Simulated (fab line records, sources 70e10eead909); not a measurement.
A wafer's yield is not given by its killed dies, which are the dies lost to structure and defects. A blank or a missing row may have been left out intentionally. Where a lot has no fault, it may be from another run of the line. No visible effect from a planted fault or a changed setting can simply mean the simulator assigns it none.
fab line records | flow nand-harc
[record] lots = 5 wafers = 15 last-day = 32
route steps=1302 shown P_M0@264 END@1302
lots untouched by any fault: they come from a run of this same line in which no faults occurred
start-h: hours from the record's first day to the start of the lot's first wafer shown | wait-h: hours since the lot's step before | " identical to the entry in the row above | L1.1+2: several wafers, shown together as one row | - no value, or no start was given | * or withheld: withheld | < > ~ a bound
route shown NAME@n: names a module that has steps shown in the file, with the first one's number in the route | usual: mean/standard deviation taken from wafers without a fault | same: alike in all rows | chamber/n: place in a boat | sites: per-site readings | _std_site: the standard deviation of these | _edge_site: inner sites' mean taken away from outer sites' mean | radius-mm: for every site, how far away it sits from the centre of the wafer | mask NAME#n: copy n | behind: tool/chamber where the wafer was last shaped | hold: cause of the lot's hold/its duration in hours/its outcome | device: whichever transistor did not switch (one of n, p or np) | end of line: the route-end tests of the same wafers | for a step that has no rows: nothing shown but its recipe | killed: dies lost to structure and defects at the first sort, not the wafer's yield | map: a wafer's dies, marking killed ones x, the rest . and places with no die _
set.NAME: setting as actually run; set.NAME@STEP: the setting as run at that earlier step | model.NAME: the simulator's own value behind a step, which no gauge read
lots at selected steps of the route; one table per step, one row per wafer
services: the hour from which a tool's chamber was out of use, counted from the record's first day as start-h (under 0 if before that day), plus the number of hours and why
[[steps]]
[step NHARC_P_M0_OVL_MEAS_10]
[recipe] pitch-nm = 180
[usual] overlay-x-nm = 0.2/0.92 overlay-y-nm = 0.0/0.93
// columns lot.wafer tool chamber start-h wait-h overlay-x-nm overlay-y-nm
L105.1 overlay-02 - 128.70 - -0.1 -0.6
L105.3 " - " " -0.1 -1.1
L105.4 " - " " 0.5 -0.8
L117.2 overlay-01 - 246.32 - -0.3 -1.1
L117.3 " - " " -0.4 -1.8
L117.5 " - " " -0.2 -1.3
L118.2 overlay-01 - 263.83 - -0.6 1.5
L118.3 " - " " -1.1 1.7
L118.5 " - " " -0.3 1.5
L121.1 overlay-01 - 293.34 - -1.3 0.1
L121.2 " - " " -1.2 -0.3
L121.6 " - " " -1.3 0.3
L127.2 overlay-01 - 350.57 - 1.2 0.0
L127.5 " - " " 1.1 -0.5
L127.6 " - " " 1.6 -1.2
[step NHARC_P_M0_INSPECT_11]
[usual] raw-defect-count = 4.5/2.5
// columns lot.wafer tool chamber start-h wait-h raw-defect-count
L105.1 defect-inspect-01 - 128.74 0.0 6
L105.3 " - " " 3
L105.4 " - " " 7
L117.2 defect-inspect-01 - 246.36 0.0 1
L117.3 " - " " 7
L117.5 " - " " 4
L118.2 defect-inspect-01 - 263.87 0.0 1
L118.3 " - " " 5
L118.5 " - " " 4
L121.1 defect-inspect-01 - 293.38 0.0 4
L121.2 " - " " 1
L121.6 " - " " 3
L127.2 defect-inspect-01 - 350.61 0.0 4
L127.5 " - " " 1
L127.6 " - " " 4
[step NHARC_P_M0_DESCUM_14]
[recipe] time-s = 3 o2-flow-sccm = 200 ar-flow-sccm = 0 bias-power-w = 0 chemistry = O2
[usual] drypump-motor-current-A = 5.8/0.43 oes-product-au = 1.000/0.013 rf-vpp-V = 58.0/0.91 showerhead-plenum-p-Torr = 1.94/0.088 throttle-valve-pct = 11.313/0.0091
// columns lot.wafer tool chamber start-h wait-h drypump-motor-current-A oes-product-au rf-hours-counter-h rf-vpp-V showerhead-plenum-p-Torr throttle-valve-pct
L105.3 rie-diel-01 2 128.81 0.1 6.7 0.985 33 57.9 2.07 11.304
L105.1 " 3 " " 5.7 0.995 35 57.2 1.92 11.304
L105.4 " 0 " " 5.8 0.986 30 59.9 2.01 11.310
L117.2 rie-diel-01 0 246.44 0.1 5.8 0.992 8 57.2 2.00 11.293
L117.3 " 1 " " 5.2 0.999 9 59.3 1.77 11.316
L117.5 " 2 " " 6.7 0.999 - 58.4 2.05 11.292
L118.3 rie-diel-01 3 263.93 0.1 5.7 0.996 15 57.1 1.91 11.318
L118.2 " 0 " " 5.9 0.998 16 58.2 2.00 11.316
L118.5 " 0 " " 5.9 0.999 - 57.6 2.00 11.330
L121.2 rie-diel-04 0 293.44 0.1 5.5 1.002 18 57.8 2.00 11.315
L121.1 " 2 " " 6.1 1.022 18 58.9 2.04 11.301
L121.6 " 1 " " 6.0 1.000 - 57.9 1.89 11.310
L127.2 rie-diel-04 0 350.67 0.1 5.5 0.996 24 57.5 2.00 11.310
L127.6 " 0 " " 5.5 1.005 - 58.0 2.00 11.312
L127.5 " 1 " " 6.0 0.988 - 58.0 1.89 11.313
[step NHARC_P_M0_ETCH_34]
[recipe] target-depth-a = 400 overetch-a = 120 time-s = 43.94 ion-energy-ev = 200 n2-flow-sccm = 150 h2-flow-sccm = 150 ar-flow-sccm = 0 rf-w = 400 bias-w = 150 chemistry = N2/H2
[usual] drypump-motor-current-A = 5.7/0.42 oes-product-au = 1.000/0.012 rf-vpp-V = 431.4/2.7 showerhead-plenum-p-Torr = 2.07/0.094 throttle-valve-pct = 14.170/0.0089
// columns lot.wafer tool chamber start-h wait-h drypump-motor-current-A oes-product-au rf-hours-counter-h rf-vpp-V showerhead-plenum-p-Torr throttle-valve-pct
L105.3 rie-diel-01 3 128.88 0.1 5.8 0.997 35 430.8 2.05 14.174
L105.4 " 1 " " 5.2 0.973 29 426.2 1.90 14.184
L105.1 " 2 " " 6.7 0.981 33 435.8 2.21 14.176
L117.3 rie-diel-01 2 246.52 0.1 6.7 0.994 10 435.0 2.19 14.166
L117.2 " 3 " " 5.7 1.010 9 431.0 2.03 14.180
L117.5 " 0 " " 5.8 0.993 - 433.2 2.14 14.168
L118.2 rie-diel-01 3 264.02 0.1 5.7 0.985 15 429.4 2.03 14.165
L118.3 " 1 " " 5.3 1.005 18 426.1 1.88 14.180
L118.5 " 3 " " 5.7 0.987 - 430.3 2.03 14.175
L121.1 rie-diel-04 1 293.53 0.1 6.0 0.997 18 430.1 2.01 14.170
L121.2 " 0 " " 5.5 0.999 18 433.7 2.13 14.182
L121.6 " 2 " " 6.1 1.021 - 433.9 2.18 14.154
L127.2 rie-diel-04 0 350.76 0.1 5.5 1.005 24 433.6 2.13 14.162
L127.5 " 3 " " 5.2 1.009 - 429.2 1.98 14.174
L127.6 " 0 " " 5.5 0.992 - 433.1 2.13 14.166
[step NHARC_P_M0_ETCH_15]
[recipe] target-depth-a = 1500 overetch-a = 150 time-s = 82.5 c4f8-flow-sccm = withheld ar-flow-sccm = 400 rf-w = 600 bias-w = 300 chemistry = C4F8/Ar
[usual] oes-product-au = 0.958/0.026 rf-vpp-V = 441.8/2.9
// columns lot.wafer tool chamber start-h wait-h oes-product-au rf-hours-counter-h rf-vpp-V
L105.1 rie-diel-01 2 - - 0.959 33 445.1
L105.4 " 0 " " 0.965 30 444.4
L105.3 " 1 " " 0.950 29 437.8
L117.2 rie-diel-01 0 - - 0.974 8 443.5
L117.3 " 1 " " 0.987 9 435.0
L117.5 " 1 " " 0.962 - 436.2
L118.2 rie-diel-01 2 - - 0.957 17 445.1
L118.3 " 3 " " 0.943 15 442.3
L118.5 " 1 " " 0.963 - 435.9
L121.2 rie-diel-04 1 - - 0.950 18 438.8
L121.1 " 3 " " 0.984 18 438.0
L121.6 " 2 " " 1.008 - 444.8
L127.2 rie-diel-04 1 - - 0.951 27 439.5
L127.6 " 0 " " 0.946 - 443.6
L127.5 " 1 " " 0.965 - 439.3
[step NHARC_P_M0_CD_MEAS_16]
[usual] cd-nm = 90.2/1.2
// columns lot.wafer tool chamber start-h wait-h cd-nm
L105.1 cd-sem-01 - 129.10 - 91.1
L105.3 " - " " 88.5
L105.4 " - " " 90.2
L117.2 cd-sem-01 - 246.72 - 89.4
L117.3 " - " " 90.9
L117.5 " - " " 90.6
L118.2 cd-sem-02 - 264.23 - 90.4
L118.3 " - " " 90.3
L118.5 " - " " 89.3
L121.1 cd-sem-01 - 293.74 - 90.9
L121.2 " - " " 91.8
L121.6 " - " " 89.2
L127.2 cd-sem-02 - 350.97 - 89.8
L127.5 " - " " 89.2
L127.6 " - " " 91.0
[step NHARC_P_M0_STRIP_18]
[recipe] power-w = 1000 n2-flow-sccm = 150 h2-flow-sccm = 150 ar-flow-sccm = 0 bias-w = 0 chemistry = N2/H2
[step NHARC_P_M0_STRIP_19]
[recipe] time-s = 600 temp-c = 30 chemistry = post-etch-residue-remover
[step NHARC_P_M0_DEGAS_28]
[recipe] temp-c = 250 time-s = 60
[usual] heater-power-w = 357/33
// columns lot.wafer tool chamber start-h wait-h heater-power-w
L105.3 pvd-sputter-03 - 129.77 - 297
L105.1 " - " " 367
L105.4 " - " " 386
L117.2 pvd-sputter-01 - 247.35 - 376
L117.3 " - " " 312
L117.5 " - " " 375
L118.3 pvd-sputter-03 - 264.85 - 299
L118.2 " - " " 375
L118.5 " - " " 402
L121.2 pvd-sputter-01 - 294.35 - 385
L121.1 " - " " 368
L121.6 " - " " 375
L127.2 pvd-sputter-02 - 351.60 - 362
L127.5 " - " " 396
L127.6 " - " " 367
[step NHARC_P_M0_PRE_CLEAN_29]
[recipe] time-s = 30 temp-c = 280 gas = H2/He
[step NHARC_P_M0_PVD_20]
[recipe] target-thk-a = 50 bias-v = 168.6 power-w = 15000 chamber-pressure-pa = 0.12 time-s = 8.06 substrate-temp-c = 50 material = TaN
[usual] throttle-valve-pct = 29.9/1.2
// columns lot.wafer tool chamber start-h wait-h throttle-valve-pct
L105.4 pvd-sputter-03 - - - 30.1
L105.3 " - " " 30.6
L105.1 " - " " 31.6
L117.2 pvd-sputter-01 - - - 27.9
L117.3 " - " " 29.1
L117.5 " - " " 30.0
L118.2 pvd-sputter-03 - - - 31.0
L118.3 " - " " 29.9
L118.5 " - " " 30.8
L121.2 pvd-sputter-01 - - - 30.0
L121.1 " - " " 27.4
L121.6 " - " " 29.8
L127.2 pvd-sputter-02 - - - 30.8
L127.6 " - " " 29.4
L127.5 " - " " 32.0
[step NHARC_P_M0_PVD_21]
[recipe] target-thk-a = 300 chamber-pressure-pa = 5 power-w = 5000 substrate-temp-c = 30 time-s = 20.49 material = Cu
[step NHARC_P_M0_ECD_22]
[recipe] target-thk-a = 4000 bath-temp-c = 25 material = Cu
// columns lot.wafer tool chamber start-h wait-h
L105.1+4+3 ecd-cu-02 0,1,0 130.18 -
L117.2+3+5 ecd-cu-01 1,1,0 247.76 -
L118.2+3+5 ecd-cu-02 0,1,0 265.26 -
L121.1+2+6 ecd-cu-02 0,1,1 294.94 -
L127.2+6+5 ecd-cu-01 0,0,1 351.94 -
[step NHARC_P_M0_ANNEAL_30]
[recipe] temp-c = 225 time-s = 90
[step NHARC_P_M0_CMP_23]
[recipe] t-overpolish-s = 20 target-thk-nm = 117.54
[usual] edge-zone-pressure-frac = 1.000/0.0054 motor-current-A = 12.3/1.1 slurry-filter-dp-kPa = 13.48/0.12 time-to-endpoint-s = 30/3.9
// columns lot.wafer tool chamber start-h wait-h edge-zone-pressure-frac motor-current-A slurry-filter-dp-kPa time-to-endpoint-s
L105.4 cmp-04 1 130.95 - 0.991 12.9 13.45 33
L105.1 " 3 " " 0.998 11.3 13.27 30
L105.3 " 0 " " 0.990 11.2 13.59 28
L117.3 cmp-03 0 248.43 - 0.999 12.7 13.31 10
L117.2 " 1 " " 1.000 13.1 13.49 27
L117.5 " 1 " " 1.006 12.7 13.55 27
L118.3 cmp-04 2 265.93 - 0.991 11.7 13.34 32
L118.2 " 0 " " 1.004 11.2 13.34 28
L118.5 " 2 " " 1.000 11.9 13.59 32
L121.2 cmp-01 0 295.69 - 1.012 10.5 13.66 35
L121.1 " 3 " " 0.990 13.0 13.53 34
L121.6 " 0 " " 1.010 10.6 13.38 36
L127.2 cmp-03 0 352.67 - 0.997 13.5 13.24 24
L127.5 " 0 " " 0.989 12.8 13.60 25
L127.6 " 1 " " 0.995 12.8 13.34 28
[step NHARC_P_M0_THK_MEAS_24]
[recipe] thk-meas-gauge = xrf
[usual] thk-nm = 118.3/1.8
// columns lot.wafer tool chamber start-h wait-h thk-nm
L105.1 film-metro-02 - 131.27 - 120.0
L105.3 " - " " 116.1
L105.4 " - " " 121.6
L117.2 film-metro-02 - 248.75 - 117.8
L117.3 " - " " 117.0
L117.5 " - " " 117.5
L118.2 film-metro-02 - 266.24 - 113.6
L118.3 " - " " 116.9
L118.5 " - " " 117.4
L121.1 film-metro-01 - 296.01 - 119.9
L121.2 " - " " 119.2
L121.6 " - " " 120.1
L127.2 film-metro-01 - 352.98 - 113.0
L127.5 " - " " 117.5
L127.6 " - " " 116.8
[step NHARC_END_SORT_01]
[recipe] temp-c = 25
[usual] defect-limited-yield = 91.3/1.9 killed-at-array = 54/12 killed-at-other = 0.7/1.1 killed-at-periphery = 3.9/2.8 killed-dies = 59/13 killed-open = 3.4/2 killed-short = 2.5/1.7 sort_bin_2_pct = 3.1/0.91 sort_bin_3_pct = 0.6/0.34 sort_bin_4_pct = 5.0/1.1 sort-n-pass = 618/13 sort-rim-yield-pct = 88/3.5 sort-yield-pct = 91.3/1.9
[same] gross-dies = 677 sort_bin_5_pct[%] = 0 sort_bin_6_pct[%] = 0 sort_bin_7_pct[%] = 0 sort_bin_8_pct[%] = 0 sort-rim-n-gross = 106.00
// columns lot.wafer tool chamber start-h wait-h defect-limited-yield[%] killed-at-array killed-at-other killed-at-periphery killed-dies killed-open killed-short sort_bin_2_pct[%] sort_bin_3_pct[%] sort_bin_4_pct[%] sort-n-pass sort-rim-yield-pct[%] sort-yield-pct[%]
L105.1 prober-01 0 569.67 2.5 86.9 80 0 9 89 7 3 5.2 0.4 7.5 588 76 86.9
L105.3 prober-01 0 571.24 3.1 87.0 86 0 2 88 0 4 4.1 1.2 7.7 589 82 87.0
L105.4 prober-01 0 572.02 3.4 85.7 93 0 4 97 3 2 5.0 1.0 8.3 580 79 85.7
L117.2 prober-02 0 681.03 2.8 94.1 37 2 1 40 7 4 2.8 0.1 3.0 637 92 94.1
L117.3 prober-02 0 681.82 3.1 95.0 28 1 5 34 3 2 2.2 0.4 2.4 643 93 95.0
L117.5 prober-02 0 683.40 3.7 93.8 40 0 2 42 2 0 1.2 0.3 4.7 635 90 93.8
L118.2 prober-02 0 699.65 2.8 93.9 40 0 1 41 2 1 1.3 0.4 4.3 636 90 93.9
L118.3 prober-02 0 700.44 3.1 93.4 44 0 1 45 1 1 3.1 0.4 3.1 632 92 93.4
L118.5 prober-02 0 702.02 3.7 91.1 55 1 4 60 3 3 2.7 0.3 5.9 617 90 91.1
L121.1 prober-02 0 735.03 2.5 92.2 52 0 1 53 6 0 3.4 0.6 3.8 624 90 92.2
L121.2 prober-02 0 735.83 2.8 92.9 45 0 3 48 3 2 2.4 1.0 3.7 629 89 92.9
L121.6 prober-02 0 739.01 4.0 90.4 61 0 4 65 3 1 4.7 0.7 4.1 612 81 90.4
L127.2 prober-02 0 774.59 2.9 93.4 43 2 0 45 2 2 1.9 0.3 4.4 632 92 93.4
L127.5 prober-02 0 776.99 3.7 92.2 49 2 2 53 3 4 2.7 0.3 4.9 624 88 92.2
L127.6 prober-02 0 777.79 4.0 92.0 48 1 5 54 9 3 2.1 0.1 5.8 623 92 92.0
// killed by level:class
L105.1 A_CHANNEL_HOLE_D1:chamber-film-flake=27 A_CHANNEL_HOLE_D2:chamber-film-flake=23 A_SLIT:chamber-film-flake=17 P_ZERO_WELL:chamber-film-flake=2 P_GATE:chamber-film-flake=2 A_CHANNEL_FILL_D2:chamber-film-flake=2 A_M0:chamber-film-flake=2 P_GATE:geometric-particle:open=1
L105.3 A_CHANNEL_HOLE_D1:chamber-film-flake=25 A_CHANNEL_HOLE_D2:chamber-film-flake=24 A_SLIT:chamber-film-flake=23 A_CONTACT:chamber-film-flake=5 A_CHANNEL_HOLE_D2:geometric-particle:short=3 A_M0:chamber-film-flake=3 A_STAIRCASE:chamber-film-flake=2 A_CHANNEL_FILL_D2:geometric-particle:short=1
L105.4 A_CHANNEL_HOLE_D2:chamber-film-flake=32 A_CHANNEL_HOLE_D1:chamber-film-flake=26 A_SLIT:chamber-film-flake=22 P_GATE:chamber-film-flake=3 A_STAIRCASE:chamber-film-flake=3 A_M0:chamber-film-flake=3 A_CHANNEL_HOLE_D1:geometric-particle:open=1 A_DECK1_JOINT:geometric-particle:open=1
L117.2 A_CHANNEL_HOLE_D2:chamber-film-flake=15 A_CHANNEL_HOLE_D1:chamber-film-flake=4 A_STAIRCASE:chamber-film-flake=3 A_SOURCE_PLATE:geometric-particle:short=2 A_CHANNEL_FILL_D2:geometric-particle:open=2 A_SLIT:chamber-film-flake=2 A_CONTACT:chamber-film-flake=2 THIN_TSV:chamber-film-flake=2
L117.3 A_CHANNEL_HOLE_D2:chamber-film-flake=12 A_CHANNEL_HOLE_D1:chamber-film-flake=6 P_CONTACT:chamber-film-flake=3 A_WL_FILL:chamber-film-flake=3 P_CONTACT:geometric-particle:open=2 A_CHANNEL_FILL_D2:geometric-particle:short=2 A_M0:geometric-particle:open=1 A_ZERO_WELL:chamber-film-flake=1
L117.5 A_CHANNEL_HOLE_D2:chamber-film-flake=18 A_CHANNEL_HOLE_D1:chamber-film-flake=10 A_SLIT:chamber-film-flake=7 P_CONTACT:chamber-film-flake=2 A_DECK1_JOINT:geometric-particle:open=1 A_STAIRCASE:chamber-film-flake=1 A_M1:geometric-particle:open=1 A_CHANNEL_FILL_D1:chamber-film-flake=1
L118.2 A_CHANNEL_HOLE_D2:chamber-film-flake=14 A_CHANNEL_HOLE_D1:chamber-film-flake=7 A_STAIRCASE:chamber-film-flake=5 A_SLIT:chamber-film-flake=5 A_WL_FILL:chamber-film-flake=2 A_CONTACT:chamber-film-flake=2 A_ONON_D2:geometric-particle:open=1 A_SGD_CUT:geometric-particle:short=1
L118.3 A_CHANNEL_HOLE_D2:chamber-film-flake=17 A_CHANNEL_HOLE_D1:chamber-film-flake=8 A_CONTACT:chamber-film-flake=6 A_STAIRCASE:chamber-film-flake=5 A_ZERO_WELL:chamber-film-flake=2 A_BLC:chamber-film-flake=2 A_WL_FILL:geometric-particle:short=1 A_WL_FILL:geometric-particle:open=1
L118.5 A_CHANNEL_HOLE_D2:chamber-film-flake=23 A_STAIRCASE:chamber-film-flake=9 A_CONTACT:chamber-film-flake=6 A_CHANNEL_HOLE_D1:chamber-film-flake=5 P_ZERO_WELL:chamber-film-flake=2 A_DECK1_JOINT:chamber-film-flake=2 A_BLC:chamber-film-flake=2 P_M0:geometric-particle:open=1
L121.1 A_SLIT:chamber-film-flake=26 A_CONTACT:chamber-film-flake=8 A_CHANNEL_HOLE_D2:chamber-film-flake=5 A_CHANNEL_HOLE_D1:chamber-film-flake=2 A_DECK1_JOINT:chamber-film-flake=2 A_CHANNEL_FILL_D2:chamber-film-flake=2 P_CONTACT:geometric-particle:open=1 A_ONON_D1:geometric-particle:open=1
L121.2 A_SLIT:chamber-film-flake=22 A_CHANNEL_HOLE_D2:chamber-film-flake=8 A_CHANNEL_HOLE_D1:chamber-film-flake=5 P_GATE:geometric-particle:open=2 A_DECK1_JOINT:chamber-film-flake=2 A_STAIRCASE:chamber-film-flake=2 A_CONTACT:chamber-film-flake=2 A_CHANNEL_FILL_D1:geometric-particle:short=1
L121.6 A_SLIT:chamber-film-flake=24 A_CHANNEL_HOLE_D1:chamber-film-flake=15 A_CHANNEL_HOLE_D2:chamber-film-flake=11 A_CONTACT:chamber-film-flake=4 A_DECK1_JOINT:chamber-film-flake=3 P_CONTACT:geometric-particle:open=2 A_SGD_CUT:chamber-film-flake=2 A_CHANNEL_FILL_D1:geometric-particle:open=1
L127.2 A_SLIT:chamber-film-flake=28 A_CONTACT:chamber-film-flake=5 A_M1:chamber-film-flake=5 THIN_TSV:chamber-film-flake=2 A_ONON_D1:geometric-particle:open=1 A_CHANNEL_FILL_D1:geometric-particle:short=1 A_SGD_CUT:geometric-particle:open=1 A_CONTACT:geometric-particle:short=1
L127.5 A_SLIT:chamber-film-flake=27 A_CONTACT:chamber-film-flake=7 A_CHANNEL_HOLE_D1:chamber-film-flake=2 A_WL_FILL:chamber-film-flake=2 A_M1:chamber-film-flake=2 THIN_TSV:chamber-film-flake=2 P_CONTACT:geometric-particle:open=1 A_ONON_D1:geometric-particle:short=1
L127.6 A_SLIT:chamber-film-flake=28 A_CONTACT:chamber-film-flake=7 A_WL_FILL:geometric-particle:open=3 A_M1:chamber-film-flake=2 P_CONTACT:geometric-particle:open=1 P_CONTACT:geometric-particle:short=1 P_M0:geometric-particle:open=1 P_M1:geometric-particle:short=1
[[services]]
// columns tool chamber start-h hours kind
cmp-04 - 111.05 4.0 pm
pvd-sputter-01 - 115.74 3.3 repair
rie-diel-04 1 116.05 13.6 repair
ecd-cu-02 - 150.77 7.4 repair
pvd-sputter-01 - 151.74 0.8 repair
cmp-04 - 154.42 1.0 repair
ecd-cu-01 - 159.95 1.6 repair
ecd-cu-01 - 161.56 8.0 pm
cmp-03 - 162.79 4.0 pm
pvd-sputter-03 - 170.00 10.0 pm
rie-diel-04 - 177.90 9.0 pm
cmp-04 - 193.94 1.5 repair
rie-diel-01 - 204.96 9.0 pm
pvd-sputter-01 - 226.07 10.0 pm
ecd-cu-02 - 234.75 1.4 repair
pvd-sputter-03 - 237.53 10.7 repair
ecd-cu-02 - 244.00 8.0 pm
pvd-sputter-01 - 280.42 4.2 repair
rie-diel-04 1 290.83 2.3 repair
pvd-sputter-01 - 297.18 9.8 repair
rie-diel-04 0 311.71 11.6 repair
ecd-cu-02 - 316.69 11.8 repair
ecd-cu-02 - 341.52 0.9 repair
pvd-sputter-03 - 348.00 10.0 pm
[[key]]
[first-sign] step = NHARC_P_M0_CMP_23 reading = time-to-endpoint-s direction = down sigmas = 5.1 usual = * struck = *
effect none on later readings
met-at NHARC_P_M0_ECD_22
struck-wafers L117.3
[fault] kind = process-parameter-drift tool = ecd-cu-01 chamber = - onset-h = 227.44 steps = NHARC_P_M0_ECD_22 channel = target-thk-a offset = * shape = step end-h = 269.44 scope = struck-wafers-only acts-in = * stated = *
